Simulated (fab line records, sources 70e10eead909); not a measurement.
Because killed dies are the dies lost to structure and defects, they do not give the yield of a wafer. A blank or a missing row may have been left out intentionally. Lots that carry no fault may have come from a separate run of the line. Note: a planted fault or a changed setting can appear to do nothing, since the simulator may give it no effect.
The tool behind it: which one?    flow nandHarc    6 lots with 18 wafers sampled at 4 steps, on a route of 1159 steps

WHAT THE GAUGES READ, wafer by wafer
NHARC_A_CHANNEL_FILL_D1_INSPECT_13.
lot   measured      on                rawDefectCount
L371  day 11 05:20  defectInspect-01  153 228 182
L373  day 11 20:56  defectInspect-02  211 424 384
L374  day 12 15:38  defectInspect-01  323 344 264
L377  day 13 01:27  defectInspect-02  249 228 239
L386  day 14 23:41  defectInspect-01  189 195 205
L390  day 16 05:04  defectInspect-01  166 236 336

WHICH TOOL RAN EACH LOT (tool, then ch and the chambers of the sampled wafers, then the start)
lot   NHARC_A_CHANNEL_FILL_D1_ALD_03                NHARC_A_CHANNEL_FILL_D1_ETCHBACK_20  NHARC_A_CHANNEL_FILL_D1_ALD_25
L371  aldSinBatch-01 ch 0, day 10 05:53 or earlier  rieDiel-08 ch 0,1,2, day 10 05:53    aldHk-04 ch 1,2,3, day 10 17:28
L373  aldSinBatch-03 ch 0, day 10 21:02 or earlier  rieDiel-08 ch 0,1,3, day 10 21:02    aldHk-04 ch 0,1,3, day 11 09:41
L374  aldSinBatch-01 ch 0, day 11 15:40 or earlier  rieDiel-05 ch 0,1,3, day 11 15:40    aldHk-02 ch 0,3, day 12 04:06
L377  aldSinBatch-03 ch 0, day 12 00:59 or earlier  rieDiel-08 ch 1,2,3, day 12 00:59    aldHk-01 ch 0,1,2, day 12 13:24
L386  aldSinBatch-01 ch 0, day 13 18:30 or earlier  rieDiel-05 ch 0,1, day 13 18:30      aldHk-04 ch 0,1,3, day 14 12:14
L390  aldSinBatch-01 ch 0, day 15 04:57 or earlier  rieDiel-08 ch 1,2,3, day 15 04:57    aldHk-02 ch 0,3, day 15 16:58
- NHARC_A_CHANNEL_FILL_D1_ALD_03: deposits SiNx, target thk 6 nm, pulse time 60 s, ald cycles 58.
- NHARC_A_CHANNEL_FILL_D1_ETCHBACK_20: etches the open film in C4F8/O2/Ar, target depth 27 nm, time 13.5 s.
- NHARC_A_CHANNEL_FILL_D1_ALD_25: deposits SiOx, target thk 60 nm, pulse time 10 s, ald cycles 600.

THE ANSWER, worked out from the rows above alone
Rule: usual is defined by the lots themselves. The widest of any qualifying gaps counts: lots, ordered by their means at a reading, are off when they make up no more than a third of the lots, leave a main group of 4 or more, and stand apart from it by 3 or more times the standard deviation of that group's means. A main group is skipped when, at the precision printed for the reading in the tables above, its means are all equal. A lot without any number at a reading at which 4 lots or more have one is off too. All remaining lots with rows at the step are treated as sound.
Across all readings shown, no lot is off: no conclusion can be drawn from this.

WHAT THE SIMULATOR PUT IN
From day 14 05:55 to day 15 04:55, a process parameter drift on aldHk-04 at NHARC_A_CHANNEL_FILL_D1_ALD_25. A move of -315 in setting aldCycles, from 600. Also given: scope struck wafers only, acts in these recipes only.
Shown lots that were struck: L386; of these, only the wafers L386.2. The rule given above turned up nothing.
